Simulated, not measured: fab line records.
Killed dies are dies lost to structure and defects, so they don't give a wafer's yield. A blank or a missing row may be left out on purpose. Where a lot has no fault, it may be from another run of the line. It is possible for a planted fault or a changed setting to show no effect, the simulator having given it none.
Which tool was responsible? | flow n5Finfet | 24 lots, 72 wafers sampled, at 2 steps of a route of 1938

## WHAT THE GAUGES SHOWED, per wafer
N5_BEOL_M0_SAQP_THK_MEAS_05.
lot  | measured     | on           | thkNm (nm)
L074 | day 5 17:16  | filmMetro-01 | 60.1 59.7 60.6
L075 | day 5 22:13  | filmMetro-02 | 57.0 60.5 58.7
L076 | day 6 05:17  | filmMetro-02 | 60.8 60.7 61.7
L077 | day 6 07:32  | filmMetro-01 | 59.4 59.5 60.6
L078 | day 6 17:52  | filmMetro-02 | 59.4 60.4 60.4
L079 | day 6 20:32  | filmMetro-02 | 60.6 61.3 62.3
L080 | day 6 23:31  | filmMetro-02 | 60.5 60.5 61.8
L081 | day 7 15:49  | filmMetro-02 | 60.0 60.7 59.6
L082 | day 7 19:08  | filmMetro-02 | 60.2 60.5 60.8
L083 | day 7 21:53  | filmMetro-02 | 58.5 59.1 59.6
L084 | day 7 21:47  | filmMetro-02 | 59.0 59.3 60.0
L085 | day 8 11:04  | filmMetro-02 | 59.0 61.0 60.6
L086 | day 9 00:46  | filmMetro-02 | 59.9 60.1 60.7
L087 | day 9 01:49  | filmMetro-02 | 60.7 60.6 60.8
L088 | day 9 08:23  | filmMetro-02 | 59.4 59.9 61.1
L089 | day 9 10:50  | filmMetro-02 | 59.4 58.6 60.3
L091 | day 9 17:04  | filmMetro-02 | 57.5 58.8 58.9
L090 | day 9 20:17  | filmMetro-01 | 60.1 59.0 60.0
L092 | day 10 02:14 | filmMetro-01 | 61.0 61.3 60.5
L093 | day 10 09:03 | filmMetro-02 | 61.2 61.0 61.4
L094 | day 10 17:32 | filmMetro-02 | 60.0 58.6 59.5
L095 | day 10 22:41 | filmMetro-02 | 59.0 59.7 59.6
L097 | day 11 04:40 | filmMetro-01 | 59.5 60.6 59.5
L096 | day 11 07:31 | filmMetro-02 | 58.9 59.1 57.9

## WHAT TOOL EACH LOT RAN ON (gives the tool, then ch and the chambers of the sampled wafers, and finally the start)
lot  | N5_MOL_CONTACT_COAG_CMP_52
L074 | cmp-03 ch 0,2, day 5 12:08
L075 | cmp-04 ch 0,1,2, day 5 17:37
L076 | cmp-04 ch 0,3, day 5 23:50
L077 | cmp-04 ch 0,3, day 6 02:58
L078 | cmp-01 ch 0,3, day 6 13:25
L079 | cmp-04 ch 2,3, day 6 15:54
L080 | cmp-04 ch 0,1, day 6 18:47
L081 | cmp-01 ch 0,3, day 7 11:41
L082 | cmp-01 ch 0,1, day 7 13:51
L083 | cmp-01 ch 0,1,2, day 7 15:20
L084 | cmp-01 ch 1,2,3, day 7 16:57
L085 | cmp-01 ch 0,1,2, day 8 05:16
L086 | cmp-03 ch 1,2, day 8 17:22
L087 | cmp-04 ch 0,2, day 8 19:17
L088 | cmp-03 ch 0,3, day 9 02:44
L089 | cmp-03 ch 0,1,3, day 9 04:34
L091 | cmp-04 ch 2,3, day 9 11:31
L090 | cmp-01 ch 1,2, day 9 11:47
L092 | cmp-03 ch 0,1, day 9 19:41
L093 | cmp-01 ch 0,1,3, day 10 03:16
L094 | cmp-03 ch 2,3, day 10 12:20
L095 | cmp-01 ch 0,2,3, day 10 12:36
L097 | cmp-03 ch 0,1,3, day 11 00:03
L096 | cmp-04 ch 1,2,3, day 11 00:22
- N5_MOL_CONTACT_COAG_CMP_52: polishes, stops on SiO2, t overpolish 1.5 s, target thk 66.5 nm.

## AS READ BY THE TOOLS THEMSELVES (means over the sampled wafers that have a number; for cases with no such wafer, the mark the record gives instead)
N5_MOL_CONTACT_COAG_CMP_52.
lot  | tool   | motorCurrentA (A) | overpolishRunS (s) | timeToEndpointS (s)
L074 | cmp-03 | 12.6              | 1.502              | 7.9
L075 | cmp-04 | 12.6              | 1.495              | 11.3
L076 | cmp-04 | 11.7              | 1.497              | 8.1
L077 | cmp-04 | 12.1              | 1.490              | 8.7
L078 | cmp-01 | 10.9              | 1.491              | 10.7
L079 | cmp-04 | 12.3              | 1.498              | 13.7
L080 | cmp-04 | 12.6              | 1.490              | 9.0
L081 | cmp-01 | 10.6              | 1.497              | 12.1
L082 | cmp-01 | 11.5              | 1.496              | 15.1
L083 | cmp-01 | 12.6              | 1.492              | 13.3
L084 | cmp-01 | 12.4              | 1.501              | 13.1
L085 | cmp-01 | 12.4              | 1.500              | 12.2
L086 | cmp-03 | 12.2              | 1.508              | 12.4
L087 | cmp-04 | 12.3              | 1.502              | 15.3
L088 | cmp-03 | 13.5              | 1.493              | 8.5
L089 | cmp-03 | 12.8              | 1.502              | 10.8
L091 | cmp-04 | 12.1              | 1.502              | 15.4
L090 | cmp-01 | 13.2              | 1.508              | 11.2
L092 | cmp-03 | 13.6              | 1.504              | 9.7
L093 | cmp-01 | 12.3              | 1.501              | 13.3
L094 | cmp-03 | 11.9              | 1.505              | 12.6
L095 | cmp-01 | 11.3              | 1.500              | 12.6
L097 | cmp-03 | 13.0              | 1.497              | 9.2
L096 | cmp-04 | 12.6              | 1.495              | 13.5

## THE ANSWER, worked out from the rows above alone
Rule: the usual values come from the lots themselves. The widest of any qualifying gaps counts: lots, ordered by their means at a reading, are off when they make up no more than a third of the lots, leave a main group of 4 or more, and stand apart from it by 3 or more times the standard deviation of that group's means. Not used: any main group whose means are identical at the precision the tables above print for the reading. Also off: a lot with no number at a reading for which 4 or more lots have one. Any other lot the step has rows for is counted as sound. After the gauges, taken in route order, come the tools' own readings; for these a lot's mean is taken, as printed above. At the first step where some lot is off, the reading lying furthest off is the one used; lots without a number count as furthest.
No lot is off on any of the readings shown, so nothing can be concluded from this.

## WHAT THE SIMULATOR HAD INSERTED
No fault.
